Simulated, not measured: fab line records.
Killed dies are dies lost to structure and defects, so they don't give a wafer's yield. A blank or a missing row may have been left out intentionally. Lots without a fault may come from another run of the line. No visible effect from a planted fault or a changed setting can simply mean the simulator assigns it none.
fab line records | flow n5-finfet
record: lots: 5 | wafers: 15 | last-day: 16
route steps=1938 shown BEOL_M8@1357 PASSIVATION@1936
lots untouched by any fault: they come from a run of this same line in which no faults occurred
start-h: the number of hours between the record's first day and the start of the first shown wafer of the lot | wait-h: hours from the lot's prior step to this one | " identical to the entry in the row above | L1.1+2: a single row standing in for several wafers | - no value, or no start was given | * or withheld: withheld | < > ~ a bound
route shown NAME@n: a module of which the file shows steps, and the number in the route of the first | usual: the fault-free wafers' mean and standard deviation | same: alike in all rows | chamber/n: place in a boat | sites: readings site by site | _std_site: standard deviation across them | _edge_site: outer sites' mean less inner sites' | radius-mm: for every site, how far away it sits from the centre of the wafer | mask NAME#n: copy n | behind: the tool/chamber that last shaped the wafer | hold: why the lot went on hold/how many hours it stayed there/how the hold came to an end | device: the n, p or np transistor that did not switch | end of line: the route-end tests of the same wafers | for a step that has no rows: nothing shown but its recipe | killed: not the wafer's yield, but the dies lost to structure and defects at the first sort | map: per-die view of a wafer (x killed, . not killed, _ where there is no die)
set.NAME: setting as actually run; set.NAME@STEP: the setting as run at that earlier step | model.NAME: the simulator's own value behind a step, which no gauge read
lots at selected steps of the route; one table per step, one row per wafer
services: from which hour (start-h, from the record's first day; less than 0 if before it) a tool's chamber was out of use, for how many hours, and why
== steps ==
step: N5_BEOL_M8_COAT_64
recipe: resist: SiARC | temp-c: 220 | time-s: 60 | spin-rpm: 1500 | resist-thk-nm: 12
step: N5_BEOL_M8_COAT_71
recipe: resist: underlayer | temp-c: 205 | time-s: 60 | spin-rpm: 1500 | resist-thk-nm: 5
step: N5_BEOL_M8_COAT_22
recipe: resist: CAR-EUV | spin-rpm: 1500 | resist-thk-nm: 30
step: N5_BEOL_M8_EBR_24
recipe: solvent: PGMEA | ebr-width-mm: 1.5
step: N5_BEOL_M8_SOFTBAKE_23
recipe: temp-c: 110 | time-s: 60 | resist: CAR-EUV
step: N5_BEOL_M8_EXPOSE_25
recipe: mask-id: V7 | na: 0.33 | source-shape: annular | sigma-inner: 0.4 | sigma-outer: 0.8 | polarization: unpolarized | target-cd-nm: 40 | dose-mj: 42.5
step: N5_BEOL_M8_PEB_26
recipe: peb-temp-c: 100 | peb-time-s: 60 | resist: CAR-EUV
step: N5_BEOL_M8_DEVELOP_27
recipe: develop-time-s: 30 | developer: TMAH | resist: CAR-EUV | rinse-liquid: surfactant-rinse | dry: air-spin | dev-temp-c: 23
step: N5_BEOL_M8_CD_MEAS_28
recipe: target-cd-nm: 40 | landing-energy-ev: 500 | detector: se-inlens
usual: cd-nm: 39.99/0.23
lot.wafer | tool      | chamber | start-h | wait-h | cd-nm
L494.1    | cd-sem-03 | 0       | 209.81  | -      | 40.03
L494.5    | "         | 0       | "       | "      | 39.53
L494.6    | "         | 0       | "       | "      | 40.10
L502.1    | cd-sem-01 | 0       | 254.90  | -      | 40.02
L502.4    | "         | 0       | "       | "      | 39.97
L502.6    | "         | 0       | "       | "      | 40.20
L500.1    | cd-sem-01 | 0       | 260.64  | -      | 39.89
L500.2    | "         | 0       | "       | "      | 40.00
L500.3    | "         | 0       | "       | "      | 39.83
L510.4    | cd-sem-03 | 0       | 299.25  | -      | 39.72
L510.5    | "         | 0       | "       | "      | 40.05
L510.6    | "         | 0       | "       | "      | 40.46
L513.2    | cd-sem-01 | 0       | 316.28  | -      | 40.46
L513.3    | "         | 0       | "       | "      | 40.05
L513.4    | "         | 0       | "       | "      | 40.37
step: N5_BEOL_M8_OVL_MEAS_29
recipe: points-per-wafer: 522
usual: V7_OVL: -0.2/0.83
lot.wafer | tool       | chamber | start-h | wait-h | V7_OVL[nm]
L494.1    | overlay-01 | 0       | 209.84  | 0.0    | -0.2
L494.5    | "          | 0       | "       | "      | -1.1
L494.6    | "          | 0       | "       | "      | -0.3
L502.1    | overlay-02 | 0       | 254.93  | 0.0    | -0.2
L502.4    | "          | 0       | "       | "      | 0.1
L502.6    | "          | 0       | "       | "      | 0.6
L500.1    | overlay-01 | 0       | 260.67  | 0.0    | -0.1
L500.2    | "          | 0       | "       | "      | 0.7
L500.3    | "          | 0       | "       | "      | -0.3
L510.4    | overlay-02 | 0       | 299.29  | 0.0    | 1.4
L510.5    | "          | 0       | "       | "      | -0.9
L510.6    | "          | 0       | "       | "      | 0.8
L513.2    | overlay-02 | 0       | 316.32  | 0.0    | -0.5
L513.3    | "          | 0       | "       | "      | 0.6
L513.4    | "          | 0       | "       | "      | -0.8
step: N5_BEOL_M8_INSPECT_30
recipe: mode: adi | inspect-instrument: brightfield
usual: raw-defect-count: 429/96
lot.wafer | tool              | chamber | start-h | wait-h | raw-defect-count
L494.1    | defect-inspect-01 | -       | 209.90  | 0.1    | 508
L494.5    | "                 | -       | "       | "      | 522
L494.6    | "                 | -       | "       | "      | 476
L502.1    | defect-inspect-02 | -       | 254.99  | 0.1    | 331
L502.4    | "                 | -       | "       | "      | 375
L502.6    | "                 | -       | "       | "      | 412
L500.1    | defect-inspect-02 | -       | 260.73  | 0.1    | 341
L500.2    | "                 | -       | "       | "      | 401
L500.3    | "                 | -       | "       | "      | 238
L510.4    | defect-inspect-02 | -       | 299.33  | 0.0    | 438
L510.5    | "                 | -       | "       | "      | 333
L510.6    | "                 | -       | "       | "      | 364
L513.2    | defect-inspect-02 | -       | 316.38  | 0.1    | 450
L513.3    | "                 | -       | "       | "      | 432
L513.4    | "                 | -       | "       | "      | 464
step: N5_BEOL_M8_DESCUM_33
recipe: chemistry: O2 | time-s: 7 | source-power-w: 50 | bias-power-w: 20 | pressure-mtorr: 20 | rf-frequency-hz: 2.712e+07 | temp-c: 40 | resist: CAR-EUV | o2-flow-sccm: 225
usual: bias-power-w: 20.00/0.06 | drypump-motor-current-A: 5.5/0.53 | oes-product-au: 0.83/0.077 | rf-vpp-V: 242.7/1.3 | showerhead-plenum-p-Torr: 2.06/0.06 | throttle-valve-pct: 20.34/0.28
lot.wafer | tool        | chamber | start-h | wait-h | bias-power-w | drypump-motor-current-A | oes-product-au | rf-hours-counter-h | rf-vpp-V | showerhead-plenum-p-Torr | throttle-valve-pct
L494.1    | rie-diel-02 | 1       | 209.94  | 0.0    | 20.01        | 6.4                     | 0.95           | 10                 | 242.5    | 2.05                     | 19.81
L494.5    | "           | 2       | "       | "      | 20.04        | 5.1                     | 0.83           | -                  | 241.7    | 2.04                     | 20.33
L494.6    | "           | 1       | "       | "      | 19.98        | 6.4                     | 0.97           | -                  | 243.5    | 2.05                     | 19.83
L502.1    | rie-diel-03 | 3       | 255.33  | 0.3    | 20.06        | 5.2                     | 0.71           | 178                | 243.3    | 2.15                     | 20.33
L502.4    | "           | 3       | "       | "      | 20.05        | 5.2                     | 0.71           | -                  | 243.9    | 2.15                     | 20.34
L502.6    | "           | 1       | "       | "      | 19.96        | 5.3                     | 0.79           | -                  | 241.5    | 2.04                     | 20.32
L500.1    | rie-diel-02 | 3       | 260.76  | 0.0    | 19.98        | 5.3                     | 0.87           | 59                 | 246.3    | 2.22                     | 20.33
L500.2    | "           | 0       | "       | "      | 19.98        | 5.1                     | 0.68           | 248                | 241.5    | 1.96                     | 20.89
L500.3    | "           | 2       | "       | "      | 19.92        | 5.1                     | 0.81           | 89                 | 241.4    | 2.03                     | 20.37
L510.4    | rie-diel-04 | 0       | 299.37  | 0.0    | 20.01        | 5.0                     | 0.89           | 25                 | 242.9    | 2.03                     | 20.23
L510.5    | "           | 0       | "       | "      | 20.01        | 5.0                     | 0.89           | -                  | 242.4    | 2.03                     | 20.20
L510.6    | "           | 1       | "       | "      | 20.05        | 6.0                     | 0.70           | -                  | 243.4    | 2.15                     | 20.91
L513.2    | rie-diel-04 | 0       | 316.45  | 0.1    | 20.03        | 5.0                     | 0.88           | 34                 | 242.9    | 2.03                     | 20.22
L513.3    | "           | 2       | "       | "      | 19.96        | 5.1                     | 0.85           | 66                 | 244.0    | 2.05                     | 20.40
L513.4    | "           | 2       | "       | "      | 19.93        | 5.1                     | 0.85           | -                  | 243.2    | 2.05                     | 20.39
step: N5_BEOL_M8_ETCH_72
recipe: chemistry: N2/H2 | target: underlayer | target-depth-a: 65 | mask-material: CAR-EUV | time-s: 5.2 | ion-energy-ev: 200 | pressure-mtorr: 30 | source-w: 840 | bias-w: 150 | n2-flow-sccm: 200 | h2-flow-sccm: 200 | ends: cleared
usual: drypump-motor-current-A: 5.6/0.53 | etch-rf-on-time-s: 5.17/0.092 | n2-flow-sccm: 200.1/0.61 | oes-product-au: 0.71/0.064 | rf-vpp-V: 522.9/2.5 | showerhead-plenum-p-Torr: 2.51/0.074 | throttle-valve-pct: 17.8/0.31
lot.wafer | tool        | chamber | start-h | wait-h | drypump-motor-current-A | etch-rf-on-time-s | n2-flow-sccm | oes-product-au | rf-hours-counter-h | rf-vpp-V | showerhead-plenum-p-Torr | throttle-valve-pct
L494.1    | rie-diel-02 | 1       | 209.97  | 0.0    | 6.4                     | 5.10              | 199.4        | 0.81           | 10                 | 522.6    | 2.49                     | 17.2
L494.5    | "           | 2       | "       | "      | 5.1                     | 5.21              | 200.7        | 0.71           | -                  | 520.9    | 2.48                     | 17.8
L494.6    | "           | 1       | "       | "      | 6.4                     | 5.11              | 199.4        | 0.82           | -                  | 520.2    | 2.49                     | 17.2
L502.1    | rie-diel-03 | 3       | 255.37  | 0.0    | 5.2                     | 5.25              | 200.6        | 0.61           | 178                | 526.6    | 2.65                     | 18.0
L502.4    | "           | 3       | "       | "      | 5.1                     | 5.28              | 200.5        | 0.61           | -                  | 525.9    | 2.65                     | 18.0
L502.6    | "           | 1       | "       | "      | 5.3                     | 5.22              | 199.1        | 0.68           | -                  | 519.6    | 2.45                     | 17.5
L500.1    | rie-diel-02 | 3       | 260.79  | 0.0    | 5.3                     | 5.09              | 199.3        | 0.75           | 59                 | 527.1    | 2.68                     | 17.6
L500.2    | "           | 0       | "       | "      | 5.1                     | 5.16              | 200.2        | 0.59           | 248                | 518.2    | 2.39                     | 18.3
L500.3    | "           | 2       | "       | "      | 5.1                     | 8.04              | 199.6        | 0.55           | 89                 | 521.5    | 2.48                     | 17.8
L510.4    | rie-diel-04 | 0       | 299.40  | 0.0    | 5.0                     | 5.04              | 199.4        | 0.76           | 25                 | 523.1    | 2.52                     | 18.0
L510.5    | "           | 0       | "       | "      | 5.0                     | 5.03              | 199.5        | 0.77           | -                  | 521.6    | 2.52                     | 18.0
L510.6    | "           | 1       | "       | "      | 6.0                     | 5.17              | 199.5        | 0.60           | -                  | 527.6    | 2.60                     | 18.3
L513.2    | rie-diel-04 | 0       | 316.48  | 0.0    | 5.0                     | 5.04              | 200.4        | 0.76           | 34                 | 520.8    | 2.51                     | 18.0
L513.3    | "           | 2       | "       | "      | 5.1                     | 5.05              | 199.7        | 0.72           | 66                 | 520.5    | 2.47                     | 17.7
L513.4    | "           | 2       | "       | "      | 5.1                     | 5.00              | 200.3        | 0.72           | -                  | 522.1    | 2.47                     | 17.7
step: N5_BEOL_M8_ETCH_65
recipe: chemistry: CF4 | target: SiARC | target-depth-a: 156 | mask-material: CAR-EUV | time-s: 26 | ion-energy-ev: 80 | pressure-mtorr: 40 | source-w: 545 | bias-w: 36 | Ar_flow_sccm: 100 | cf4-flow-sccm: 100 | ends: cleared
usual: drypump-motor-current-A: 5.5/0.53 | etch-rf-on-time-s: 26.0/0.39 | oes-product-au: 0.71/0.065 | rf-vpp-V: 183.8/1.1 | showerhead-plenum-p-Torr: 2.11/0.062 | throttle-valve-pct: 15.48/0.3
lot.wafer | tool        | chamber | start-h | wait-h | drypump-motor-current-A | etch-rf-on-time-s | oes-product-au | rf-hours-counter-h | rf-vpp-V | showerhead-plenum-p-Torr | throttle-valve-pct
L494.1    | rie-diel-02 | 1       | 209.99  | 0.0    | 6.4                     | 25.7              | 0.81           | 10                 | 184.2    | 2.10                     | 15.02
L494.5    | "           | 2       | "       | "      | 5.1                     | 26.0              | 0.70           | -                  | 183.1    | 2.07                     | 15.42
L494.6    | "           | 1       | "       | "      | 6.4                     | 25.6              | 0.82           | -                  | 182.5    | 2.10                     | 15.00
L502.1    | rie-diel-03 | 3       | 255.39  | 0.0    | 5.1                     | 26.4              | 0.62           | 178                | 185.5    | 2.23                     | 15.78
L502.4    | "           | 3       | "       | "      | 5.1                     | 26.3              | 0.61           | -                  | 185.0    | 2.23                     | 15.79
L502.6    | "           | 1       | "       | "      | 5.3                     | 26.5              | 0.67           | -                  | 183.0    | 2.08                     | 15.39
L500.1    | rie-diel-02 | 3       | 260.81  | 0.0    | 5.3                     | 25.4              | 0.74           | 59                 | 188.5    | 2.25                     | 15.37
L500.2    | "           | 0       | "       | "      | 5.1                     | 26.2              | 0.59           | 248                | 182.3    | 2.03                     | 16.17
L500.3    | "           | 2       | "       | "      | 5.1                     | 25.8              | 0.69           | 89                 | 181.8    | 2.07                     | 15.44
L510.4    | rie-diel-04 | 0       | 299.42  | 0.0    | 4.9                     | 25.5              | 0.76           | 25                 | 181.8    | 2.09                     | 15.42
L510.5    | "           | 0       | "       | "      | 4.9                     | 25.2              | 0.78           | -                  | 183.9    | 2.09                     | 15.44
L510.6    | "           | 1       | "       | "      | 6.0                     | 26.0              | 0.59           | -                  | 184.8    | 2.19                     | 16.05
L513.2    | rie-diel-04 | 0       | 316.50  | 0.0    | 5.0                     | 25.5              | 0.75           | 34                 | 182.8    | 2.09                     | 15.46
L513.3    | "           | 2       | "       | "      | 5.1                     | 25.4              | 0.72           | 66                 | 184.5    | 2.08                     | 15.42
L513.4    | "           | 2       | "       | "      | 5.1                     | 25.4              | 0.72           | -                  | 182.9    | 2.08                     | 15.40
step: N5_PASSIVATION_PROBE_49
usual: defect-limited-yield: 91.7/1.7 | killed_at_M0_to_M3: 34/10 | killed_at_M4_up: 13/5.1 | killed-at-contacts: 12/6.2 | killed-at-front-end: 36/12 | killed-at-other: 3.2/2.6 | killed-dies: 98/20 | killed-open: 65/13 | killed-short: 32/8.4 | sort_bin_5_function: 4.8/1.1 | sort_bin_6_memory: 3.2/0.74 | sort-n-pass: 1082/20 | sort-yield-pct: 91.7/1.7
same: gross-dies: 1180 | killed-at-back-side: 0 | sort_bin_4_leakage[%]: 0 | sort_bin_8_speed[%]: 0
lot.wafer | tool      | chamber | start-h | wait-h | defect-limited-yield[%] | killed_at_M0_to_M3 | killed_at_M4_up | killed-at-contacts | killed-at-front-end | killed-at-other | killed-dies | killed-open | killed-short | sort_bin_5_function[%] | sort_bin_6_memory[%] | sort-n-pass | sort-yield-pct[%]
L494.1    | prober-01 | -       | 273.65  | 0.0    | 93.9                    | 27                 | 14              | 5                  | 25                  | 1               | 72          | 52          | 19           | 3.6                    | 2.4                  | 1108        | 93.9
L494.5    | prober-01 | -       | 273.85  | 0.2    | 91.4                    | 38                 | 16              | 12                 | 33                  | 2               | 101         | 71          | 29           | 5.4                    | 3.1                  | 1079        | 91.4
L494.6    | prober-01 | -       | 273.90  | 0.3    | 93.0                    | 40                 | 11              | 8                  | 21                  | 3               | 83          | 58          | 24           | 5.0                    | 1.9                  | 1097        | 93.0
L502.1    | prober-01 | -       | 319.96  | 0.0    | 92.0                    | 26                 | 12              | 7                  | 47                  | 2               | 94          | 64          | 30           | 3.7                    | 4.2                  | 1086        | 92.0
L502.4    | prober-01 | -       | 320.11  | 0.2    | 91.3                    | 34                 | 11              | 7                  | 50                  | 1               | 103         | 69          | 34           | 5.1                    | 3.4                  | 1077        | 91.3
L502.6    | prober-01 | -       | 320.21  | 0.3    | 92.5                    | 29                 | 8               | 6                  | 44                  | 2               | 89          | 61          | 28           | 4.6                    | 2.7                  | 1091        | 92.5
L500.1    | prober-02 | -       | 327.14  | 0.0    | 93.9                    | 15                 | 7               | 2                  | 45                  | 3               | 72          | 40          | 20           | 2.9                    | 1.8                  | 1108        | 93.9
L500.2    | prober-02 | -       | 327.19  | 0.1    | 92.5                    | 27                 | 4               | 8                  | 49                  | 0               | 88          | 54          | 34           | 4.3                    | 2.7                  | 1092        | 92.5
L500.3    | prober-02 | -       | 327.24  | 0.1    | 93.1                    | 23                 | 9               | 6                  | 42                  | 1               | 81          | 52          | 27           | 4.3                    | 2.3                  | 1099        | 93.1
L510.4    | prober-02 | -       | 368.55  | 0.2    | 90.8                    | 46                 | 13              | 13                 | 30                  | 6               | 108         | 80          | 28           | 4.2                    | 4.4                  | 1072        | 90.8
L510.5    | prober-02 | -       | 368.60  | 0.2    | 91.3                    | 20                 | 13              | 19                 | 49                  | 2               | 103         | 70          | 33           | 5.3                    | 3.1                  | 1077        | 91.3
L510.6    | prober-02 | -       | 368.65  | 0.3    | 90.8                    | 40                 | 36              | 7                  | 22                  | 3               | 108         | 69          | 38           | 5.2                    | 3.7                  | 1072        | 90.8
killed by level:class
L494.1 BEOL_M1:geometric-particle:open=9 FIN_SAQP:geometric-particle:open=6 BEOL_M2:geometric-particle:open=6 BEOL_M0_SAQP:geometric-particle:short=5 BEOL_M4:geometric-particle:open=5 FIN_SAQP:geometric-particle:short=4 MOL_CONTACT_COAG:geometric-particle:open=4 BEOL_M0_SAQP:geometric-particle:open=4
L494.5 MOL_CONTACT_COAG:geometric-particle:open=11 FIN_SAQP:geometric-particle:open=10 BEOL_M2:geometric-particle:open=10 BEOL_M1:geometric-particle:open=8 BEOL_M0_SAQP:geometric-particle:short=7 BEOL_M4:geometric-particle:open=6 STARTING-WAFER:geometric-particle:short=5 STI_FIN_REVEAL:geometric-particle:open=4
L494.6 BEOL_M1:geometric-particle:open=14 MOL_CONTACT_COAG:geometric-particle:open=6 BEOL_M3:geometric-particle:open=6 BEOL_M0_SAQP:geometric-particle:short=5 BEOL_M0_SAQP:geometric-particle:open=5 BEOL_M1:geometric-particle:short=5 BEOL_M7:geometric-particle:open=4 FIN_CUT:geometric-particle:open=4
L502.1 FIN_SAQP:geometric-particle:open=15 BEOL_M4:geometric-particle:open=9 FIN_SAQP:geometric-particle:short=7 BEOL_M2:geometric-particle:open=7 STI_FIN_REVEAL:geometric-particle:open=6 DUMMY_GATE:geometric-particle:open=6 BEOL_M1:geometric-particle:open=6 BEOL_M3:geometric-particle:open=5
L502.4 BEOL_M1:geometric-particle:open=13 FIN_SAQP:geometric-particle:open=12 FIN_SAQP:geometric-particle:short=12 BEOL_M2:geometric-particle:open=8 MOL_CONTACT_COAG:geometric-particle:open=7 BEOL_M4:geometric-particle:open=7 STI_FIN_REVEAL:geometric-particle:open=6 BEOL_M0_SAQP:geometric-particle:short=6
L502.6 STI_FIN_REVEAL:geometric-particle:open=10 BEOL_M3:geometric-particle:open=10 FIN_SAQP:geometric-particle:short=9 BEOL_M1:geometric-particle:open=9 FIN_SAQP:geometric-particle:open=8 MOL_CONTACT_COAG:geometric-particle:open=6 BEOL_M2:geometric-particle:open=4 SPACER0:geometric-particle:short=3
L500.1 STI_FIN_REVEAL:geometric-particle:open=13 HKMG_FIN:area-etch=10 FIN_SAQP:geometric-particle:short=8 BEOL_M1:geometric-particle:open=5 FIN_SAQP:geometric-particle:open=3 BEOL_M3:geometric-particle:open=3 STARTING-WAFER:geometric-particle:short=3 ILD0:geometric-particle:open=2
L500.2 STI_FIN_REVEAL:geometric-particle:open=13 FIN_SAQP:geometric-particle:short=12 MOL_CONTACT_COAG:geometric-particle:open=7 BEOL_M3:geometric-particle:open=7 FIN_SAQP:geometric-particle:open=6 GATE_CUT:geometric-particle:short=5 BEOL_M0_SAQP:geometric-particle:open=5 STARTING-WAFER:geometric-particle:open=4
L500.3 FIN_SAQP:geometric-particle:open=16 STI_FIN_REVEAL:geometric-particle:open=8 FIN_SAQP:geometric-particle:short=7 BEOL_M0_SAQP:geometric-particle:short=7 BEOL_M2:geometric-particle:open=6 MOL_CONTACT_COAG:geometric-particle:open=5 BEOL_M1:geometric-particle:open=3 STI_FIN_REVEAL:geometric-particle:short=2
L510.4 FIN_SAQP:geometric-particle:open=14 BEOL_M0_SAQP:geometric-particle:open=13 MOL_CONTACT_COAG:geometric-particle:open=12 BEOL_M2:geometric-particle:open=8 BEOL_M3:geometric-particle:open=7 BEOL_M4:geometric-particle:open=7 FIN_SAQP:geometric-particle:short=6 BEOL_M1:geometric-particle:open=5
L510.5 STI_FIN_REVEAL:geometric-particle:open=19 MOL_CONTACT_COAG:geometric-particle:open=15 FIN_SAQP:geometric-particle:short=12 BEOL_M0_SAQP:geometric-particle:open=7 BEOL_M4:geometric-particle:open=7 FIN_SAQP:geometric-particle:open=5 BEOL_M3:geometric-particle:open=5 MOL_CONTACT_COAG:geometric-particle:short=4
L510.6 BEOL_M4:geometric-particle:open=23 BEOL_M0_SAQP:geometric-particle:short=15 BEOL_M0_SAQP:geometric-particle:open=12 STARTING-WAFER:geometric-particle:short=6 MOL_CONTACT_COAG:geometric-particle:open=5 DUMMY_GATE:geometric-particle:open=4 BEOL_M3:geometric-particle:open=4 FIN_SAQP:geometric-particle:short=3
== services ==
tool        | chamber | start-h | hours | kind
rie-diel-03 | 1       | 204.96  | 8.0   | repair
rie-diel-03 | 0       | 222.41  | 3.9   | repair
rie-diel-04 | 0       | 244.97  | 22.3  | repair
rie-diel-03 | 2       | 251.38  | -     | clean
rie-diel-03 | 2       | 251.38  | -     | consumable-replace:focus-ring
rie-diel-03 | 2       | 251.38  | 17.0  | scheduled-down
rie-diel-03 | 2       | 251.38  | 17.0  | vent-cycle
rie-diel-02 | 0       | 267.08  | -     | clean
rie-diel-02 | 0       | 267.08  | -     | consumable-replace:focus-ring
rie-diel-02 | 0       | 267.08  | -     | consumable-replace:showerhead
rie-diel-02 | 0       | 267.08  | 22.5  | scheduled-down
rie-diel-02 | 0       | 267.08  | 22.5  | vent-cycle
rie-diel-02 | 3       | 277.74  | 6.1   | repair
rie-diel-04 | 1       | 305.74  | -     | clean
rie-diel-04 | 1       | 305.74  | -     | consumable-replace:focus-ring
rie-diel-04 | 1       | 305.74  | 17.1  | scheduled-down
rie-diel-04 | 1       | 305.74  | 17.1  | vent-cycle
rie-diel-02 | -       | 307.01  | 4.3   | pm
== key ==
first-sign: step: N5_BEOL_M8_ETCH_72 | reading: etch-rf-on-time-s | direction: up | sigmas: 31 | usual: * | struck: *
effect none on later readings
met-at N5_BEOL_M8_ETCH_72
struck-wafers L500.3
baseline-loss: step: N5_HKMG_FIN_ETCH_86 | wafers: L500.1
onset-between 209.97 260.79
fault: kind: process-parameter-drift | tool: rie-diel-02 | chamber: - | onset-h: 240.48 | steps: N5_BEOL_M8_ETCH_72 | channel: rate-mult | offset: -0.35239 | shape: step | end-h: 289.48 | scope: struck-wafers-only
baseline-loss: these wafers lose ten dies or more at that step, a loss of the line's own and not of a fault; the sort's usual values leave them out
